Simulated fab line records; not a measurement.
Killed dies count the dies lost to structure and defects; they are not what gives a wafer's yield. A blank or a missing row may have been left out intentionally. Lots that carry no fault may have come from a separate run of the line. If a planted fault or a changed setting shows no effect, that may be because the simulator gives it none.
Struck lot and sound lot, side by side ; flow nand_harc ; 13 out of 1302 route steps
Sound: the wafers L295.2, L295.5, L295.6. Wafers struck: L300.3, L300.5, L300.6. The cause is given at the end.
Each step with rows lists, per side, the tool, then ch with its chambers, then its first start. Under that, the readings that differ: sound wafers ; struck wafers ; difference of the means ; sigmas: that difference in standard deviations of wafers without a fault.
alike: a reading whose means differ by less than 2 such deviations, as well as words and numbers matching on both sides. not compared: withheld readings; readings where some wafer has no value; bounds like >300 that might hide an equal value; numbers whose values overlap and for which the record gives no deviation.
Wherever a step has rows on one side only, a row that says differs or no value, or a row with sigmas, the two part there. Numbers that don't overlap but have no deviation are shown without sigmas and don't part them. Lack of a reading on every wafer of one side parts them only where that side has two or more wafers.

NHARC_P_CONTACT_CMP_24: polishes, t overpolish 30 s, target thk 200 nm.
  sound on cmp-04 ch 0,1,2, day 9 08:13; struck on cmp-04 ch 2,3, day 10 22:25
  alike: motor_current_A, overpolish_run_s, time_to_endpoint_s
next, for these wafers, 1 step has no rows: NHARC_P_CONTACT_SRD_26.
NHARC_P_CONTACT_INSPECT_27:
  sound on defect_inspect-02 at day 9 08:34; struck on defect_inspect-02 at day 10 22:49
  alike: raw_defect_count
then, 8 steps without rows for these wafers: NHARC_P_M0_DEP_00 (deposits SiOC, target thk 150 nm); NHARC_P_M0_DEHYDRATE_01 (time 120 s); NHARC_P_M0_HMDS_02 (time 30 s); NHARC_P_M0_COAT_33 (time 65 s); NHARC_P_M0_COAT_03 (resist thk 90 nm); NHARC_P_M0_SOFTBAKE_04 (time 55 s); NHARC_P_M0_EBR_05; NHARC_P_M0_EXPOSE_06 (exposes mask P M0, target cd 90 nm).
NHARC_P_M0_PEB_07: peb time 65 s.
  sound on litho_track-06 ch 0, day 9 09:23; struck on litho_track-06 ch 0, day 10 23:38
reading;sound;struck;difference;sigmas
heater_power_total_W (W);156.0 156.1 157.2;146.8 147.0 147.5;-9.3;-22
plate_temp_C (C);99.98 100.08 100.05;95.83 95.77 95.73;-4.26;-35
then, 1 step without rows for these wafers: NHARC_P_M0_DEVELOP_08 (develop time 35 s).

== WHERE THEY PART ==
Only at NHARC_P_M0_PEB_07, as far as this record shows.

WHY: whatever the simulator had introduced
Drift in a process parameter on litho_track-06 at NHARC_P_M0_PEB_07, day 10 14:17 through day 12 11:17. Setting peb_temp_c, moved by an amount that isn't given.
